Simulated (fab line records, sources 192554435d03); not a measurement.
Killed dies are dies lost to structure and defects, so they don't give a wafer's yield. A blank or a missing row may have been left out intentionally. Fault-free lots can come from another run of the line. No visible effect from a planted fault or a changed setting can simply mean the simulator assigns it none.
Which tool is to blame? | flow n5 finfet | 11 lots, 33 wafers sampled, at 5 steps of a route of 1938

## WHAT EACH GAUGE READ, for each wafer
N5_SDB_THK_MEAS_31. Usual: SDB_THK typically reads 64.7 nm, with standard deviation 1.2.
lot  | measured    | on            | SDB_THK (nm)   | flag
L187 | day 4 01:18 | film metro-02 | 63.7 64.2 62.8 |
L188 | day 4 05:01 | film metro-02 | 66.0 66.1 65.9 |
L189 | day 4 09:51 | film metro-01 | 61.7 65.3 63.4 |
L190 | day 4 15:26 | film metro-02 | 65.1 65.6 64.8 |
L200 | day 7 08:04 | film metro-01 | 64.0 64.9 64.3 |
L201 | day 7 12:46 | film metro-01 | 65.0 63.1 65.8 |
L203 | day 7 20:59 | film metro-01 | 64.1 66.1 64.6 |
L204 | day 8 05:13 | film metro-02 | 63.9 65.9 64.6 |
L206 | day 8 18:05 | film metro-01 | 64.1 65.3 65.7 |
L207 | day 8 21:11 | film metro-01 | 64.8 65.0 65.7 |
L209 | day 9 11:01 | film metro-02 | 66.9 66.4 66.9 |

N5_HKMG_FIN_THK_MEAS_70: measures by xrf. Usual: HK_THK typically reads 1.613 nm, with standard deviation 0.019.
lot  | measured    | on            | HK_THK (nm)       | flag
L187 | day 4 05:41 | film metro-02 | 1.640 1.622 1.629 |
L188 | day 4 09:28 | film metro-02 | 1.622 1.588 1.608 |
L189 | day 4 14:00 | film metro-02 | 1.621 1.595 1.656 |
L190 | day 4 19:29 | film metro-01 | 1.582 1.607 1.607 |
L200 | day 7 12:32 | film metro-01 | 0.697 1.605 1.601 | OFF
L201 | day 7 17:17 | film metro-02 | 0.695 1.623 0.686 | OFF
L203 | day 8 01:29 | film metro-02 | 1.580 1.625 1.633 |
L204 | day 8 09:16 | film metro-01 | 1.618 1.613 1.589 |
L206 | day 8 22:16 | film metro-01 | 1.612 1.607 1.613 |
L207 | day 9 01:59 | film metro-02 | 1.656 1.626 1.613 |
L209 | day 9 15:14 | film metro-02 | 1.603 1.614 1.580 |

## WHICH TOOL RAN EACH LOT (tool, then ch and the chambers of the sampled wafers, then the start)
lot  | N5_SDB_STRIP_22                     | N5_SDB_ALD_29                    | N5_HKMG_FIN_HK_ALD_01
L187 | plasma asher-02 ch 0,1, day 3 20:59 | ald sin-01 ch 0,3, day 3 22:16   | ald hk-03 ch 0,2, day 4 01:55
L188 | plasma asher-01 ch 0,1, day 4 01:29 | ald sin-02 ch 0,2,3, day 4 01:59 | ald hk-03 ch 0,1,2, day 4 05:58
L189 | plasma asher-01 ch 0,1, day 4 06:20 | ald sin-04 ch 2,3, day 4 06:49   | ald hk-03 ch 0,1,3, day 4 10:32
L190 | plasma asher-01 ch 1, day 4 11:52   | ald sin-04 ch 0,1,3, day 4 12:24 | ald hk-01 ch 0,1,3, day 4 16:02
L200 | plasma asher-02 ch 0,1, day 7 04:06 | ald sin-04 ch 0,2,3, day 7 05:02 | ald hk-01 ch 0,1, day 7 08:42
L201 | plasma asher-02 ch 0,1, day 7 09:12 | ald sin-04 ch 0,2,3, day 7 09:44 | ald hk-01 ch 0,1,3, day 7 13:23
L203 | plasma asher-02 ch 0,1, day 7 17:30 | ald sin-04 ch 0,1,2, day 7 17:57 | ald hk-03 ch 1,2, day 7 21:35
L204 | plasma asher-01 ch 0,1, day 8 01:37 | ald sin-02 ch 1,2,3, day 8 02:11 | ald hk-03 ch 1,2,3, day 8 05:49
L206 | plasma asher-02 ch 0,1, day 8 13:50 | ald sin-02 ch 0,1,2, day 8 15:03 | ald hk-02 ch 0,1,3, day 8 18:48
L207 | plasma asher-02 ch 0,1, day 8 17:43 | ald sin-02 ch 0,3, day 8 18:10   | ald hk-03 ch 0,3, day 8 22:08
L209 | plasma asher-01 ch 0,1, day 9 07:28 | ald sin-02 ch 0,1,3, day 9 07:59 | ald hk-02 ch 0,3, day 9 11:46
- N5_SDB_STRIP_22: strips in N2/H2.
- N5_SDB_ALD_29: deposits SiNx, target thk 30 nm, pulse time 1 s, ald cycles 600.
- N5_HKMG_FIN_HK_ALD_01: deposits HfO2, target thk 1.6 nm, pulse time 3 s, purge time 3 s.

## AS READ BY THE TOOLS THEMSELVES (means over the sampled wafers that have a number; for cases with no such wafer, the mark the record gives instead)
N5_SDB_STRIP_22. Usual: drypump motor current A 5.23 A, standard deviation 0.23; heater power w 350 W, standard deviation 39; n2 flow sccm 1750 sccm, standard deviation 5.3; oes product au 0.714 a.u., standard deviation 0.0047; strip time to endpoint s 96.2 s, standard deviation 0.3.
lot  | tool            | drypump motor current A (A) | heater power w (W) | n2 flow sccm (sccm) | oes product au (a.u.) | strip time to endpoint s (s) | flag
L187 | plasma asher-02 | 5.32                        | 375                | 1753                | 0.714                 | 96.4                         |
L188 | plasma asher-01 | 5.23                        | 304                | 1745                | 0.710                 | 95.9                         |
L189 | plasma asher-01 | 5.03                        | 321                | 1755                | 0.712                 | 96.3                         |
L190 | plasma asher-01 | 5.48                        | 280                | 1751                | 0.710                 | 96.2                         |
L200 | plasma asher-02 | 5.25                        | 367                | 1745                | 0.716                 | 96.2                         |
L201 | plasma asher-02 | 5.33                        | 378                | 1745                | 0.709                 | 96.2                         |
L203 | plasma asher-02 | 5.32                        | 383                | 1751                | 0.711                 | 96.1                         |
L204 | plasma asher-01 | 5.04                        | 319                | 1748                | 0.714                 | 96.4                         |
L206 | plasma asher-02 | 5.31                        | 388                | 1750                | 0.715                 | 96.2                         |
L207 | plasma asher-02 | 5.25                        | 371                | 1749                | 0.719                 | 96.2                         |
L209 | plasma asher-01 | 5.03                        | 314                | 1750                | 0.716                 | 96.9                         |

N5_SDB_ALD_29. Usual: heater power w 852 W, standard deviation 79; precursor pulse height rel 1.001, standard deviation 0.018.
lot  | tool       | heater power w (W) | precursor pulse height rel | flag
L187 | ald sin-01 | 768                | 1.008                      |
L188 | ald sin-02 | 831                | 0.998                      |
L189 | ald sin-04 | 905                | 0.987                      |
L190 | ald sin-04 | 847                | 0.996                      |
L200 | ald sin-04 | 886                | 1.004                      |
L201 | ald sin-04 | 871                | 0.998                      |
L203 | ald sin-04 | 891                | 1.001                      |
L204 | ald sin-02 | 792                | 0.994                      |
L206 | ald sin-02 | 804                | 0.983                      |
L207 | ald sin-02 | 798                | 1.012                      |
L209 | ald sin-02 | 799                | 0.990                      |

N5_HKMG_FIN_HK_ALD_01. Usual: precursor pulse height rel at 0.999, with a standard deviation of 0.02.
lot  | tool      | precursor pulse height rel | flag
L187 | ald hk-03 | 0.975                      |
L188 | ald hk-03 | 0.996                      |
L189 | ald hk-03 | 0.990                      |
L190 | ald hk-01 | 1.011                      |
L200 | ald hk-01 | 0.975                      |
L201 | ald hk-01 | 0.997                      |
L203 | ald hk-03 | 1.005                      |
L204 | ald hk-03 | 1.003                      |
L206 | ald hk-02 | 1.027                      |
L207 | ald hk-03 | 0.999                      |
L209 | ald hk-02 | 0.990                      |

## THE ANSWER, worked out from the rows above alone
Rule: take the mean of a lot's wafers that have a number; if it is more than 3 standard deviations from the usual mean, the lot is off. Also off: a lot with no number at a reading for which 4 or more lots have one. Where the step has rows for the other lots, those lots are counted as sound. After the gauges, taken in route order, come the tools' own readings; for these a lot's mean is taken, as printed above. The first step at which some lot is off is used, and at that step the reading that is off furthest; a lot without a number counts as furthest.
Off: L200, L201, at N5_HKMG_FIN_THK_MEAS_70 (HK_THK).
If a tool, at a process step before that reading, ran all the lots that are off and no sound lot after the first of them, it fits. The gauges at N5_HKMG_FIN_THK_MEAS_70 are tried like those tools. One fits: ald hk-01 at N5_HKMG_FIN_HK_ALD_01. A fault onset in the window from L190 (day 4 16:02, its last sound lot) to L200 (day 7 08:42, its first lot off) fits.

## WHAT THE SIMULATOR HAD INSERTED
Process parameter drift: ald hk-01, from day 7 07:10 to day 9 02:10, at N5_HKMG_FIN_HK_ALD_01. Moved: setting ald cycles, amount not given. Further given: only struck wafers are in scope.
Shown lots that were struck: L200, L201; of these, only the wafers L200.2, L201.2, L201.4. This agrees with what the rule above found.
